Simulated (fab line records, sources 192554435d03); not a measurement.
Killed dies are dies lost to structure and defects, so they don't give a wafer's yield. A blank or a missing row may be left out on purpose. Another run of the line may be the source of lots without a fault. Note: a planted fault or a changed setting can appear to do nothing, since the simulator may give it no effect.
Comparing a struck lot with a sound one + flow n5Finfet + 13 out of 1938 route steps
Sound: wafers L141.3, L141.5, L141.6. Wafers struck: L132.2, L132.4, L132.5. The cause comes at the end.
Per side, at each step with rows, come the tool, then ch with its chambers, and then its first start. Under that, the readings that differ: sound wafers + struck wafers + difference of the means + sigmas: that difference in standard deviations of wafers without a fault.
alike: readings whose means differ by less than 2 such deviations, and words and numbers that are the same on both sides. not compared: withheld readings, readings that some wafer has no value for, bounds like >300 that may hide the same value, and numbers for which the record gives no deviation and whose values overlap.
The two part at a step that has a row with sigmas, a row that says differs or no value, or rows on one side only. When numbers do not overlap yet have no deviation, they are printed without sigmas and do not part them. Lack of a reading on every wafer of one side parts them only where that side has two or more wafers.

first, 9 steps without rows for these wafers: N5_PMOS_HMC_CHANNEL_EPI_COAT_31 (time 60 s, resist thk 66 nm); N5_PMOS_HMC_CHANNEL_EPI_COAT_03 (resist thk 205 nm); N5_PMOS_HMC_CHANNEL_EPI_EBR_05; N5_PMOS_HMC_CHANNEL_EPI_SOFTBAKE_04 (time 60 s); N5_PMOS_HMC_CHANNEL_EPI_EXPOSE_06 (exposes mask PMOS HMC BLK, target cd 240 nm); N5_PMOS_HMC_CHANNEL_EPI_PEB_07 (peb time 60 s); N5_PMOS_HMC_CHANNEL_EPI_DEVELOP_08 (develop time 30 s); N5_PMOS_HMC_CHANNEL_EPI_DESCUM_14 (chemistry O2, time 7.9 s); N5_PMOS_HMC_CHANNEL_EPI_ETCH_32 (etches BARC in N2/H2, stops on SiO2, target depth 85.8 nm, time 50.3 s).
N5_PMOS_HMC_CHANNEL_EPI_HM_OPEN_15: chemistry CHF3/O2, target SiO2, target depth 40.6 nm, time 20.3 s.
  sound on rieDiel-02 ch 0,2,3, day 6 12:07; struck on rieDiel-05 ch 1,2, day 4 05:50
  no value came back on the struck wafers for any of 10 readings (CHF3_flow_sccm (sccm), O2_flow_sccm (sccm) and others); on the sound wafers CHF3_flow_sccm (sccm) reads 50.00 50.16 49.96
| reading                                                        | sound             | struck          | difference | sigmas |
|----------------------------------------------------------------|-------------------|-----------------|------------|--------|
| model.CAR-ArF-block_of_PMOS_HMC_CHANNEL_EPI_COAT_03.thkNm (nm) | 91.07 92.27 92.13 | 133.5 134.6 133 | +41.9      |        |
  not compared: rfHoursCounterH
then, 1 step without rows for these wafers: N5_PMOS_HMC_CHANNEL_EPI_STRIP_33 (strips in N2/H2).
N5_BEOL_M4_RC_MEAS_101:
  the record has rows for the sound wafers here (prober-01 ch 0, day 12 16:44) and none for the struck ones
-- a jump in the record: the struck wafers' starts before and after are 10 days apart (it breaks off in module BEOL_M4 and resumes in module PASSIVATION, where the first step shown is number 1936 of the route) --
N5_PASSIVATION_PROBE_49:
  rows exist in the record for the struck wafers here (prober-02, day 14 15:10), but not for the sound ones

## WHERE THEY PART
At N5_PMOS_HMC_CHANNEL_EPI_HM_OPEN_15 first; at N5_PASSIVATION_PROBE_49 last (within this record only).

WHY: the cause the simulator had injected
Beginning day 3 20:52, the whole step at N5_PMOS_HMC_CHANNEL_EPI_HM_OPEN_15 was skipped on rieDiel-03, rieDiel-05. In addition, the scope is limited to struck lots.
